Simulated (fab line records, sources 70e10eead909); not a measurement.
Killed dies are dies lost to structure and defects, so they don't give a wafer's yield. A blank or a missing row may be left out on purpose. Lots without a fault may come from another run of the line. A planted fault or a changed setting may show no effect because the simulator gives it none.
Chamber matching | flow nand_harc | NHARC_A_CHANNEL_FILL_D1_ALD_25 on ald_hk-03: 3 sister chambers
The step deposits SiOx, target thk 60 nm, pulse time 10 s, ald cycles 600. 14 wafers are shown with their chamber, then 4 later ones without.

WAFERS WITH THEIR CHAMBER
wafer  | chamber | heater_power_w (W) | precursor_pulse_height_rel
L439.3 | 3       | 573                | 0.965
L439.5 | 0       | 447                | 1.008
L439.6 | 3       | 565                | 1.025
L445.2 | 0       | 473                | 1.011
L445.4 | 2       | 549                | 0.986
L445.5 | 3       | 563                | 1.006
L450.3 | 3       | 564                | 0.988
L450.4 | 0       | 461                | 1.001
L450.6 | 3       | 563                | 1.025
L453.4 | 3       | 570                | 1.002
L453.5 | 2       | 537                | 0.975
L453.6 | 3       | 565                | 1.017
L456.1 | 3       | 578                | 1.017
L456.5 | 0       | 477                | 1.016

SIGNATURES (means of the wafers above)
reading                    | chamber 0 | chamber 2 | chamber 3 | scatter within a chamber
heater_power_w             | 464.50    | 543.00    | 567.62    | 8.69
precursor_pulse_height_rel | 1.00900   | 0.98050   | 1.00562   | 0.017
Rule: a wafer's distance from a chamber is the root of the sum, over the readings, of the square of ((its reading less the chamber's mean) divided by the reading's scatter). The wafer belongs to the nearest chamber; if the next one is less than 2 further off, it can't be placed. The scatter: the root of (the sum of the squares of (reading less its chamber's mean) over the shown wafers, divided by (wafers less chambers)).

WAFERS WITHOUT THEIR CHAMBER
wafer  | heater_power_w (W) | precursor_pulse_height_rel
L458.4 | 536                | 0.974
L458.1 | 474                | 0.988
L459.2 | 532                | 0.990
L459.5 | 481                | 0.992

WHICH CHAMBER EACH WENT THROUGH
wafer  | from the rows above | in truth
L458.4 | 2                   | 2
L458.1 | 0                   | 0
L459.2 | 2                   | 2
L459.5 | 0                   | 0
Placed correctly: 4 of 4. Can't be placed from these rows: 0. Placed wrongly: 0.
